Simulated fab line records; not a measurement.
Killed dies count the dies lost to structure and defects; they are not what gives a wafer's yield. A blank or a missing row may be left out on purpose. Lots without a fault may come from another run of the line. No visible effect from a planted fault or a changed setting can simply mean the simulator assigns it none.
A single fault, viewed from 2 desks ; flow nand_harc ; every desk sees just its own numbers, and what lay behind them comes last

## TOOL OWNER'S DESK, arfi_scanner-02
The tool's own readings at NHARC_P_M1_EXPOSE_06 (exposes mask P M1, target cd 130 nm): means of the sampled wafers that have a number, for each lot that ran on this tool. The brackets show how far a lot's mean lies from the usual mean; more than 4 standard deviations puts the lot out of limits, marked OUT.
Columns: A = exposure_dose_mJ_cm2 at NHARC_P_M1_EXPOSE_06, usual 81.82; B = focus_offset_nm at NHARC_P_M1_EXPOSE_06, usual -0.1 nm
lot;first seen here;A;B
L647;day 7 03:21;81.91;0.3
L651;day 8 06:10;81.87;-0.5
This desk's finding: nothing out of limits on any of the 2 lots.

## THE DEFECT DESK
Counts from the inspections along the route, per lot, as means over the sampled wafers that have a number. The brackets show how far a lot's mean lies from the usual mean; more than 4 standard deviations puts the lot out of limits, marked OUT.
Columns: A = raw_defect_count at NHARC_P_M0_INSPECT_27, usual 286
lot;first seen here;A
L643;day 5 23:29;210
L647;day 7 02:09;373
L651;day 8 04:55;228
L654;day 9 13:48;291
L657;day 9 16:37;241
L664;day 11 04:37;268
This desk's finding: nothing out of limits on any of the 6 lots.

## ALL TOGETHER
Nothing out of limits was seen by the tool owner's desk.
Nothing out of limits was seen by the defect desk.

## WHAT THE SIMULATOR PUT IN
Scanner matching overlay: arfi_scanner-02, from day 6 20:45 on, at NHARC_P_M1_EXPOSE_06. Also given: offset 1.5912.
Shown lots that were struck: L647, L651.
